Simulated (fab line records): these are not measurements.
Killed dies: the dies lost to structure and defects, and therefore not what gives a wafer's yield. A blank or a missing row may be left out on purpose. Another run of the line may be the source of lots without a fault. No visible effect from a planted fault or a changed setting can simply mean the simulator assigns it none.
2 desks, one fault / flow n5Finfet / only its own numbers are on each desk; what lay behind them is given at the end

== THE METROLOGY DESK ==
What the gauges read, lot by lot, whatever tool the lot ran on: means of the sampled wafers that have a number. Any lot whose mean is over 4 standard deviations away from the usual mean is out of limits and marked OUT; that distance is given in the brackets.
Columns: A = cdNm at N5_BEOL_M15_CD_MEAS_10, usual 359.8 nm
lot=L786; first seen here=day 12 04:12; A=360.5
lot=L792; first seen here=day 13 07:39; A=362.6
lot=L793; first seen here=day 13 22:11; A=360.0
lot=L794; first seen here=day 14 12:53; A=359.8
lot=L796; first seen here=day 15 05:46; A=361.5
lot=L801; first seen here=day 15 10:34; A=359.7
lot=L800; first seen here=day 15 18:33; A=360.3
lot=L802; first seen here=day 16 17:26; A=360.7
lot=L805; first seen here=day 17 20:44; A=358.5
lot=L808; first seen here=day 18 02:47; A=360.5
This desk found nothing out of limits on any of the 10 lots.

== THE TOOL OWNER'S DESK: rieDiel-05 ==
The tool's own readings at N5_BEOL_M15_ETCH_59 (etches BARC in N2/H2, target depth 89 nm, overetch 26.7 nm, time 67.9 s): means of the sampled wafers that have a number, for each lot that ran on this tool. Any lot whose mean is over 4 standard deviations away from the usual mean is out of limits and marked OUT; that distance is given in the brackets. Readings shown: 7 of its 9, picked as those furthest out on some lot.
Columns: A = chamberPressureMTorr at N5_BEOL_M15_ETCH_59, usual 29.998 mTorr; B = drypumpMotorCurrentA at N5_BEOL_M15_ETCH_59, usual 5.7 A; C = h2FlowSccm at N5_BEOL_M15_ETCH_59, usual 199.9 sccm; D = oesProductAu at N5_BEOL_M15_ETCH_59, usual 0.67 a.u.; E = rfFwdPowerW at N5_BEOL_M15_ETCH_59, usual 832.9 W; F = runLengthS at N5_BEOL_M15_ETCH_59, usual 91.2 s; G = throttleValvePct at N5_BEOL_M15_ETCH_59, usual 17.9 %
lot=L786; first seen here=day 12 04:19; A=29.994; B=5.8; C=199.9; D=0.64; E=834.0; F=91.3; G=17.8
lot=L794; first seen here=day 14 13:07; A=29.984; B=5.7; C=199.7; D=0.68; E=831.8; F=91.1; G=17.9
lot=L802; first seen here=day 16 17:43; A=29.994; B=5.9; C=199.6; D=0.69; E=835.1; F=92.8; G=17.7
lot=L805; first seen here=day 17 21:04; A=30.012; B=5.5; C=200.2; D=0.70; E=833.9; F=92.7; G=17.7
This desk found nothing out of limits on any of the 4 lots.

== BROUGHT TOGETHER ==
The metrology desk saw nothing out of limits.
The tool owner's desk saw nothing out of limits.

== WHAT WAS PUT IN BY THE SIMULATOR ==
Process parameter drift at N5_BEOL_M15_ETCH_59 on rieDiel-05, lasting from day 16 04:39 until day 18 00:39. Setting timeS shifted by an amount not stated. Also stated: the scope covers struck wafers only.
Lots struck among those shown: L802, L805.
